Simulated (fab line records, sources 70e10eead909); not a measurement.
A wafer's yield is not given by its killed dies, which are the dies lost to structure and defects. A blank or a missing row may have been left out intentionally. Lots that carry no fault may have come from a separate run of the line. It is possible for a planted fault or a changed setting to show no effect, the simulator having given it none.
Chamber matching | flow nand harc | 4 sister chambers for NHARC_P_ZERO_WELL_DESCUM_13 on rie diel-01
The step chemistry O2, time 3 s. 4 wafers are shown with their chamber, then 9 later ones without.

## WAFERS, EACH WITH ITS CHAMBER
wafer  | chamber | showerhead plenum p Torr (Torr)
L085.2 | 3       | 2.00
L088.1 | 2       | 2.06
L088.4 | 0       | 1.81
L088.5 | 1       | 1.93

## WAFERS WHOSE CHAMBER IS MISSING
wafer  | showerhead plenum p Torr (Torr)
L089.2 | 1.80
L089.3 | 1.93
L089.6 | 1.80
L091.2 | 2.00
L091.3 | 2.06
L091.4 | 1.93
L093.1 | 1.80
L093.5 | 1.81
L093.6 | 2.00

## THE CHAMBER EACH PASSED THROUGH
wafer  | from the rows above | in truth
L089.2 | 0                   | 0
L089.3 | 1                   | 1
L089.6 | 0                   | 0
L091.2 | 3                   | 3
L091.3 | 2                   | 2
L091.4 | 1                   | 1
L093.1 | 0                   | 0
L093.5 | 0                   | 0
L093.6 | 3                   | 3
Correct placement for 9 of the 9. Not placeable from these rows: 0. Placed wrongly: 0.
How it was worked out, from the rows above alone: a wafer's distance from a chamber is the root of the sum, over the readings, of the square of ((its reading less the chamber's mean) divided by the reading's scatter). If the next closest chamber is less than 2 further off than the closest, the wafer can't be placed; otherwise it belongs to the closest. Each chamber's mean is taken over the wafers shown for it. The scatter: with one shown wafer a chamber, the root of the mean of the squares of how far each hidden wafer lies from its nearest shown one.
